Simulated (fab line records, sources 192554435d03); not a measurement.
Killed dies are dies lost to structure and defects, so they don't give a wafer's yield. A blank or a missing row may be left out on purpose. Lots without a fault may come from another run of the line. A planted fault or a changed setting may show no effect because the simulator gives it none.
A struck lot beside a sound one | flow n5_finfet | 15 steps out of a route of 1938
Sound: wafers L906.1, L906.4, L906.5. Struck: wafers L927.4, L927.5, L927.6. The cause comes at the end.
At each step with rows: each side's tool, then ch and its chambers, then its first start. Under that, the readings that differ: sound wafers | struck wafers | difference of the means | sigmas: that difference in standard deviations of wafers without a fault.
alike: readings whose means differ by less than 2 such deviations, and words and numbers that are the same on both sides. not compared: withheld readings, readings that some wafer has no value for, bounds like >300 that may hide the same value, and numbers for which the record gives no deviation and whose values overlap.
The two part at a step that has a row with sigmas, a row that says differs or no value, or rows on one side only. Numbers that don't overlap but have no deviation are shown without sigmas and don't part them. A reading that every wafer of one side lacks parts them only if that side has two wafers or more.

N5_MOL_CONTACT_COAG_CD_MEAS_08: target cd 28 nm.
  sound on cd_sem-01 ch 0, day 4 22:35; struck on cd_sem-01 ch 0, day 10 06:46
  alike: cd_nm
N5_MOL_CONTACT_COAG_OVL_MEAS_09:
  sound on overlay-01 ch 0, day 4 22:37; struck on overlay-02 ch 0, day 10 06:49
  alike: CA_OVL
N5_MOL_CONTACT_COAG_INSPECT_10: inspects for defects (brightfield).
  sound on defect_inspect-01, day 4 22:40; struck on defect_inspect-01, day 10 06:51
  alike: raw_defect_count
N5_MOL_CONTACT_COAG_DESCUM_13: chemistry O2, time 7 s.
  sound on rie_diel-02 ch 0,1,2, day 4 22:42; struck on rie_diel-04 ch 0,1,3, day 10 07:16
  alike: chamber_pressure_mTorr, drypump_motor_current_A, oes_product_au, rf_vpp_V, showerhead_plenum_p_Torr, throttle_valve_pct
  not compared: rf_hours_counter_h
then, 1 step without rows for these wafers: N5_MOL_CONTACT_COAG_ETCH_59 (etches underlayer in N2/H2, target depth 13 nm, time 10.4 s).
N5_MOL_CONTACT_COAG_ETCH_105: etches SiARC in CF4, target depth 15.6 nm, time 26 s.
  sound on rie_diel-02 ch 0,1,2, day 4 22:46; struck on rie_diel-04 ch 0,1,3, day 10 07:19
  alike: bias_w, chamber_pressure_mTorr, drypump_motor_current_A, etch_rf_on_time_s, oes_product_au, rf_vpp_V, showerhead_plenum_p_Torr, throttle_valve_pct
  not compared: rf_hours_counter_h
N5_MOL_CONTACT_COAG_ETCH_106: etches SOC in N2/H2, target depth 80 nm, overetch 16 nm, time 120 s.
  sound on rie_diel-02 ch 0,1,2, day 4 22:47; struck on rie_diel-04 ch 0,1,3, day 10 07:22
  alike: bias_w, chamber_pressure_mTorr, drypump_motor_current_A, oes_product_au, rf_vpp_V, showerhead_plenum_p_Torr, throttle_valve_pct
  not compared: rf_hours_counter_h
then, 2 steps without rows for these wafers: N5_MOL_CONTACT_COAG_STRIP_107 (strips in N2/H2); N5_MOL_CONTACT_COAG_STRIP_108 (strips in N2/H2).
N5_MOL_CONTACT_COAG_CONTACT_ETCH_14: etches SiO2 in C4F6/O2, target depth 27.5 nm, overetch 8.5 nm, time 20 s.
  sound on rie_diel-02 ch 0,1,2, day 4 22:53; struck on rie_diel-04 ch 0,1,3, day 10 07:26
  reading               | sound             | struck            | difference | sigmas
  C4F6_flow_sccm (sccm) | 16.11 16.07 15.98 | 15.96 16.02 15.88 | -0.10      | -2
  alike: bias_w, chamber_pressure_mTorr, drypump_motor_current_A, oes_product_au, rf_vpp_V, showerhead_plenum_p_Torr, throttle_valve_pct
  not compared: rf_hours_counter_h
then, 1 step without rows for these wafers: N5_MOL_CONTACT_COAG_STRIP_109 (strips in C4F6/O2).
N5_MOL_CONTACT_COAG_ETCH_15: etches SiNx in CH3F/O2, stops on Si:P, target depth 7 nm.
  sound on rie_diel-02 ch 0,1,2, day 4 22:55; struck on rie_diel-04 ch 0,1,3, day 10 07:29
  alike: bias_w, chamber_pressure_mTorr, drypump_motor_current_A, oes_product_au, rf_vpp_V, showerhead_plenum_p_Torr, throttle_valve_pct
  not compared: rf_hours_counter_h
N5_MOL_CONTACT_COAG_ETCH_110: etches Si in CF4/O2, target depth 2.5 nm, time 8 s.
  sound on rie_diel-02 ch 0,1,2, day 4 22:59; struck on rie_diel-04 ch 0,1,3, day 10 07:32
  reading                  | sound             | struck            | difference | sigmas
  model.etch.depth_nm (nm) | 2.573 2.515 2.586 | 2.114 2.195 2.089 | -0.425     |
  alike: bias_w, chamber_pressure_mTorr, drypump_motor_current_A, oes_product_au, rf_vpp_V, showerhead_plenum_p_Torr, throttle_valve_pct
  not compared: rf_hours_counter_h
then, 1 step without rows for these wafers: N5_MOL_CONTACT_COAG_STRIP_98 (strips in N2/H2).
-- the record jumps here: 8 days lie between the struck wafers' starts before and after (it left off in module MOL_CONTACT_COAG and takes up again in module PASSIVATION, whose first step shown is number 1936 of the route) --
N5_PASSIVATION_PROBE_49:
  the record has rows for the struck wafers here (prober-02, day 18 03:44) and none for the sound ones

WHERE THEY PART
First at N5_MOL_CONTACT_COAG_CONTACT_ETCH_14; last, within this record, at N5_PASSIVATION_PROBE_49.

WHY: what the simulator had put in
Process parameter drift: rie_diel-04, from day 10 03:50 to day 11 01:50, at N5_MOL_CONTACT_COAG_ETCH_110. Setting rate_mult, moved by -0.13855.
